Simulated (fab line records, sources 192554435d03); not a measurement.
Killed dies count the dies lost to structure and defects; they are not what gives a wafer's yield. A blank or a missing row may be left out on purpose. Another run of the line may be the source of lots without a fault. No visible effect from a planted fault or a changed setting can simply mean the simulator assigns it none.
Chamber matching | flow n5Finfet | N5_BEOL_M5_CO_CAP_78 on cvdCo-01 has 3 sister chambers
The step material Co, precursor CCTBA/H2, target thk 2 nm, time 102.1 s. 6 wafers are shown with their chamber, then 8 later ones without.

== WAFERS PAIRED WITH THEIR CHAMBERS ==
wafer  | chamber | heaterPowerW (W)
L177.3 | 2       | 266
L177.5 | 0       | 243
L184.1 | 2       | 273
L184.5 | 1       | 270
L184.6 | 0       | 226
L188.3 | 1       | 276

== WAFERS WHOSE CHAMBER IS MISSING ==
wafer  | heaterPowerW (W)
L188.4 | 265
L188.6 | 280
L187.1 | 226
L187.3 | 275
L187.5 | 268
L189.1 | 238
L189.2 | 273
L189.5 | 273

== EACH ONE'S CHAMBER ==
wafer  | from the rows above     | in truth
L188.4 | can't be placed: 2 or 1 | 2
L188.6 | can't be placed: 1 or 2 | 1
L187.1 | 0                       | 0
L187.3 | can't be placed: 1 or 2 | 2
L187.5 | can't be placed: 2 or 1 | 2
L189.1 | 0                       | 0
L189.2 | can't be placed: 1 or 2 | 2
L189.5 | can't be placed: 1 or 2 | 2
Placed correctly: 2 of 8. From these rows, 6 cannot be placed; in 6 the true chamber is one of the candidates. Number placed wrongly: 0.
How it was worked out, from the rows above alone: a wafer's distance from a chamber is the root of the sum, over the readings, of the square of ((its reading less the chamber's mean) divided by the reading's scatter). The wafer belongs to the nearest chamber; if the next one is less than 2 further off, it can't be placed. A chamber's mean is the mean of its shown wafers. The scatter is the square root of a quotient: the sum, over the shown wafers, of each reading's squared deviation from its chamber's mean, divided by wafers minus chambers.
